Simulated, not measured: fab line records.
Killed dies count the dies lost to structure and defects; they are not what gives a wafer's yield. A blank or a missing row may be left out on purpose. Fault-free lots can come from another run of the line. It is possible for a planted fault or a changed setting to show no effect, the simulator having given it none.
Which of the tools did it? | flow nand_harc | 12 lots with 36 wafers sampled at 3 steps, on a route of 1302 steps

WHAT THE GAUGES READ, wafer by wafer
NHARC_A_ZERO_WELL_CD_MEAS_10: target cd 2000 nm.
lot  | measured     | on        | cd_nm (nm)
L075 | day 7 02:52  | cd_sem-03 | 1999.9 1999.5 2000.4
L077 | day 7 19:31  | cd_sem-02 | 1999.9 2000.4 2000.8
L079 | day 8 17:40  | cd_sem-01 | 1999.6 1999.1 1999.8
L081 | day 9 18:56  | cd_sem-01 | 1998.4 1998.9 1998.6
L083 | day 10 18:20 | cd_sem-03 | 1999.9 2000.5 1999.0
L085 | day 11 10:02 | cd_sem-02 | 1999.3 2000.1 1999.7
L087 | day 12 10:27 | cd_sem-02 | 2000.6 1998.6 1998.5
L088 | day 12 23:49 | cd_sem-01 | 2001.0 2000.8 2000.0
L091 | day 13 19:23 | cd_sem-03 | 1998.4 2000.2 1999.3
L092 | day 14 11:55 | cd_sem-01 | 1999.8 2001.0 2001.6
L095 | day 15 18:00 | cd_sem-01 | 1999.0 1997.7 1998.7
L096 | day 16 10:31 | cd_sem-03 | 2000.8 2000.5 1999.7

EACH LOT AND THE TOOL THAT RAN IT (in order: tool; ch and the chambers of the sampled wafers; start)
lot  | NHARC_P_BONDPAD_ETCH_24                       | NHARC_P_BONDPAD_ANNEAL_28
L075 | rie_diel-04 ch 0,1,3, day 7 00:40 or earlier  | rtp_anneal-02 ch 0, day 7 00:40
L077 | rie_diel-03 ch 0,1, day 7 16:10               | rtp_anneal-02 ch 0, day 7 17:23
L079 | rie_diel-03 ch 1,2, day 8 14:18               | rtp_anneal-01 ch 0, day 8 15:29
L081 | rie_diel-04 ch 0,3, day 9 15:43               | rtp_anneal-02 ch 0, day 9 16:53
L083 | rie_diel-04 ch 0,1, day 10 16:18 or earlier   | rtp_anneal-01 ch 0, day 10 16:18
L085 | rie_diel-03 ch 0,2, day 11 06:40              | rtp_anneal-01 ch 0, day 11 07:49
L087 | rie_diel-04 ch 0,3, day 12 08:15 or earlier   | rtp_anneal-01 ch 0, day 12 08:15
L088 | rie_diel-04 ch 1,2,3, day 12 21:36 or earlier | rtp_anneal-02 ch 0, day 12 21:36
L091 | rie_diel-03 ch 0,2,3, day 13 17:20 or earlier | rtp_anneal-02 ch 0, day 13 17:20
L092 | rie_diel-03 ch 1,2,3, day 14 08:35            | rtp_anneal-02 ch 0, day 14 09:52
L095 | rie_diel-04 ch 0,1,2, day 15 15:56 or earlier | rtp_anneal-01 ch 0, day 15 15:56
L096 | rie_diel-03 ch 1,2,3, day 16 08:23 or earlier | rtp_anneal-01 ch 0, day 16 08:23
- NHARC_P_BONDPAD_ETCH_24: etches the open film in CF4/N2, target depth 30 nm, time 72.99 s.
- NHARC_P_BONDPAD_ANNEAL_28: time 90 s.

THE ANSWER, worked out from the rows above alone
Rule: what is usual is taken from the lots themselves. The widest of any qualifying gaps counts: lots, ordered by their means at a reading, are off when they make up no more than a third of the lots, leave a main group of 4 or more, and stand apart from it by 3 or more times the standard deviation of that group's means. The tables above print the reading to a certain number of digits; a main group whose means all agree to those digits is not used. A lot without any number at a reading at which 4 lots or more have one is off too. Where the step has rows for the other lots, those lots are counted as sound.
Across all readings shown, no lot is off: no conclusion can be drawn from this.

WHAT WAS PUT IN BY THE SIMULATOR
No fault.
